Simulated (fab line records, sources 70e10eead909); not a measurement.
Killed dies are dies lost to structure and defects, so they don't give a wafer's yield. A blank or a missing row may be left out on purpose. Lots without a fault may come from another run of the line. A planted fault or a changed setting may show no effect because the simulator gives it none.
Chamber matching | flow nand_harc | NHARC_P_M1_CMP_23 on cmp-04: 4 sister chambers
The step polishes, t overpolish 20 s, target thk 157.82 nm. 8 wafers are shown with their chamber, then 11 later ones without.

WAFERS WITH THEIR CHAMBER
wafer  | chamber | motor_current_A (A) | time_to_endpoint_s (s)
L084.3 | 3       | 11.6                | 33
L089.6 | 3       | 11.5                | 34
L090.3 | 0       | 11.1                | 28
L090.5 | 2       | 11.6                | 30
L091.3 | 1       | 12.6                | 35
L091.4 | 2       | 11.8                | 30
L091.5 | 1       | 12.3                | 32
L092.1 | 0       | 11.2                | 27

WAFERS WITHOUT THEIR CHAMBER
wafer  | motor_current_A (A) | time_to_endpoint_s (s)
L092.3 | 12.1                | 32
L092.5 | 11.5                | 29
L093.2 | 11.4                | 32
L093.3 | 11.6                | 32
L093.6 | 11.8                | 28
L096.1 | 11.6                | 30
L096.2 | 13.3                | 30
L096.3 | 11.4                | 30
L096.4 | 11.4                | 31
L096.5 | 12.4                | 32
L096.6 | 11.5                | 29

WHICH CHAMBER EACH WENT THROUGH
wafer  | from the rows above          | in truth
L092.3 | can't be placed: 1 or 2 or 3 | 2
L092.5 | can't be placed: 2 or 0      | 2
L093.2 | can't be placed: 3 or 2      | 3
L093.3 | can't be placed: 3 or 2      | 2
L093.6 | 2                            | 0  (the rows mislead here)
L096.1 | 2                            | 2
L096.2 | 1                            | 1
L096.3 | can't be placed: 2 or 0 or 3 | 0
L096.4 | can't be placed: 2 or 3 or 0 | 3
L096.5 | 1                            | 1
L096.6 | can't be placed: 2 or 0      | 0
Placed correctly: 3 of 11. Can't be placed from these rows: 7 (the true chamber is among the candidates in 7). Placed wrongly: 1.
How it was worked out, from the rows above alone: a wafer's distance from a chamber is the root of the sum, over the readings, of the square of ((its reading less the chamber's mean) divided by the reading's scatter). The wafer belongs to the nearest chamber; if the next one is less than 2 further off, it can't be placed. A chamber's mean is the mean of its shown wafers. The scatter: the root of (the sum of the squares of (reading less its chamber's mean) over the shown wafers, divided by (wafers less chambers)).
